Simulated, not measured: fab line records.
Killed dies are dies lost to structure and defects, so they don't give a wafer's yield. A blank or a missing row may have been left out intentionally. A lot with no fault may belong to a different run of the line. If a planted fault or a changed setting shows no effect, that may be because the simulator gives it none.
Code-filled problem report in 8D (eight disciplines) form || flow nand_harc || the parts of the form that need people (team, actions taken, sign-off) are left out

1. THE PROBLEM
At NHARC_END_SORT_01, killed_at_periphery averages 61.7 over 6 wafers from 2 lots, while fault-free wafers read 3.5, standard deviation 2.5. That is +23 standard deviations from the usual mean.
Earliest sighting: wafer L947.1 on prober-01 at day 27 21:34. Wafers with a number at this step in the record: 9, from 3 lots. By rule, "out" or "out of limits" means more than 4 standard deviations away from the usual mean. All remaining wafers that have a number are taken as sound.

2. WHAT THIS IS AND IS NOT
{"question": "which readings at this step", "is": "killed_at_periphery", "is not": "killed_at_array, killed_open, killed_short"}
{"question": "which lots", "is": "L947, L948", "is not": "L953"}
{"question": "which wafers of those lots", "is": "all that have a number", "is not": "-"}
{"question": "read on which gauges", "is": "prober-01, prober-02", "is not": "-"}
{"question": "when", "is": "from day 27 21:34", "is not": "up to then (0 sound wafers); but 3 sound wafers of L953 came after"}

3. WHAT RULES OUT EACH SUSPECT
Counting: a tool at a process step up to the reading stays a suspect if it ran every lot that is out and no sound lot after the first of them.
- ruled out: the gauge at NHARC_END_SORT_01. The wafers that are out were read on 2 gauges (prober-01, prober-02).
- pvd_sputter-01 at NHARC_P_M2_PVD_20 (deposits TaN, target thk 5 nm, time 8.06 s): kept. It ran every lot that is out, first L947 (day 9 17:47), and no sound lot after that.
- rie_diel-11 at NHARC_THIN_TSV_ETCH_44 (etches the open film in CF4/O2, target depth 1594.2 nm, time 797.1 s): kept. It ran every lot that is out, first L947 (day 27 03:14), and no sound lot after that.
- rtp_anneal-02 at NHARC_THIN_TSV_ANNEAL_52 (time 90 s): kept. It ran every lot that is out, first L947 (day 27 07:12), and no sound lot after that.
The count leaves pvd_sputter-01 at NHARC_P_M2_PVD_20, rie_diel-11 at NHARC_THIN_TSV_ETCH_44, and rtp_anneal-02 at NHARC_THIN_TSV_ANNEAL_52.

4. THE CAUSE (what the simulator had put in)
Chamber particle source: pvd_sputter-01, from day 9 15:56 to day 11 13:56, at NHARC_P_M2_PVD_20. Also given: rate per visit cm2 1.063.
After counting, 3 suspects remain, this tool included.

5. SEQUENCE OF EFFECTS, ordered by route
Each row: a reading where the mean over the struck wafers with a number is more than 3 standard deviations away from the usual. Scope: only readings with a usual standard deviation given in the record; hours: median across lots of the time from each lot's start at the first step in this table that gives one to its start at this step; sigmas: change in usual standard deviations.
{"hours": 0, "step": "NHARC_END_SORT_01", "reading": "defect_limited_yield", "usual": "91 %", "on struck wafers": 80, "change": -12, "sigmas": -3.7}
{"hours": 0, "step": "NHARC_END_SORT_01", "reading": "killed_at_periphery", "usual": 3.5, "on struck wafers": 61.7, "change": "+58.2", "sigmas": "+23"}
{"hours": 0, "step": "NHARC_END_SORT_01", "reading": "killed_dies", "usual": 62, "on struck wafers": 140, "change": "+78", "sigmas": "+3.7"}

6. WHAT WOULD HAVE CAUGHT IT SOONER
438 hours passed between the start of the fault at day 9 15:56 and the first reading out of limits at a measuring or inspecting step in this record, taken at day 27 21:34.
An alarm limit of 4 standard deviations would not have fired on the tool readings at NHARC_P_M2_PVD_20 for which the record gives a usual standard deviation, since none of them was out on any struck wafer.
Each of the lots that are out, 2 in all, had begun NHARC_P_M2_PVD_20 on pvd_sputter-01 no later than day 27 21:34. Holding the tool at that point would not have protected any of them.
